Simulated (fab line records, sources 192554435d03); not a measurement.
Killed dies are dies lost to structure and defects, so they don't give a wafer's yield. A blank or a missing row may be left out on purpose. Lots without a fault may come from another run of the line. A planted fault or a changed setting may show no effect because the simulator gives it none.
One fault seen from 2 desks | flow n5_finfet | each desk has only its own numbers; what lay behind them comes last

THE METROLOGY DESK
What the gauges read, lot by lot, whatever tool the lot ran on: means of the sampled wafers that have a number. A lot is out of limits, marked OUT, if its mean lies more than 4 standard deviations from the usual mean; the brackets give that distance. Of its 13 readings 7 are shown: those that lie furthest out on some lot.
Columns: A = DIBL_N at N5_BEOL_M4_RC_MEAS_101, usual 35.7 mV/V; B = IOFF_P at N5_BEOL_M4_RC_MEAS_101, usual 0.21 nA/um; C = ION_N at N5_BEOL_M4_RC_MEAS_101, usual 675 uA/um; D = ION_P at N5_BEOL_M4_RC_MEAS_101, usual 465 uA/um; E = VT_N at N5_BEOL_M4_RC_MEAS_101, usual 250 mV; F = VT_P at N5_BEOL_M4_RC_MEAS_101, usual -249 mV; G = cd_nm at N5_BEOL_M9_CD_MEAS_35, usual 70.2 nm
lot  | first seen here | A    | B    | C   | D   | E   | F    | G
L500 | day 9 03:46     | 36.4 | 0.27 | 692 | 481 | 245 | -243 | 70.7
L502 | day 9 22:55     | 35.0 | 0.22 | 669 | 465 | 252 | -247 | 69.0
L506 | day 10 22:56    | 35.4 | 0.22 | 675 | 468 | 246 | -250 | -
L509 | day 11 02:43    | 37.8 | 0.25 | 683 | 471 | 247 | -247 | 70.4
L513 | day 12 10:03    | 36.0 | 0.25 | 677 | 468 | 247 | -245 | 69.6
L518 | day 13 14:23    | 36.8 | 0.20 | 675 | 462 | 249 | -252 | 69.6
L517 | day 13 16:16    | 36.5 | 0.22 | 673 | 472 | 249 | -247 | 70.3
L516 | day 13 18:19    | 36.7 | 0.17 | 673 | 452 | 252 | -256 | 70.2
This desk's finding: nothing out of limits on any of the 8 lots.

THE TOOL OWNER'S DESK: pvd_sputter-01
The tool's own readings at N5_BEOL_M9_HM_DEP_02 (deposits TiN, target thk 20 nm): means of the sampled wafers that have a number, for each lot that ran on this tool. A lot is out of limits, marked OUT, if its mean lies more than 4 standard deviations from the usual mean; the brackets give that distance.
Columns: A = substrate_temp_c at N5_BEOL_M9_HM_DEP_02, usual 25.01 C; B = throttle_valve_pct at N5_BEOL_M9_HM_DEP_02, usual 29.5 %
lot  | first seen here | A     | B
L500 | day 10 18:27    | 24.95 | 29.5
L502 | day 11 18:20    | 25.09 | 30.0
L506 | day 12 17:36    | 25.08 | 30.5
This desk's finding: nothing out of limits on any of the 3 lots.

PUT TOGETHER
The metrology desk saw nothing out of limits.
The tool owner's desk saw nothing out of limits.

WHAT THE SIMULATOR HAD PUT IN
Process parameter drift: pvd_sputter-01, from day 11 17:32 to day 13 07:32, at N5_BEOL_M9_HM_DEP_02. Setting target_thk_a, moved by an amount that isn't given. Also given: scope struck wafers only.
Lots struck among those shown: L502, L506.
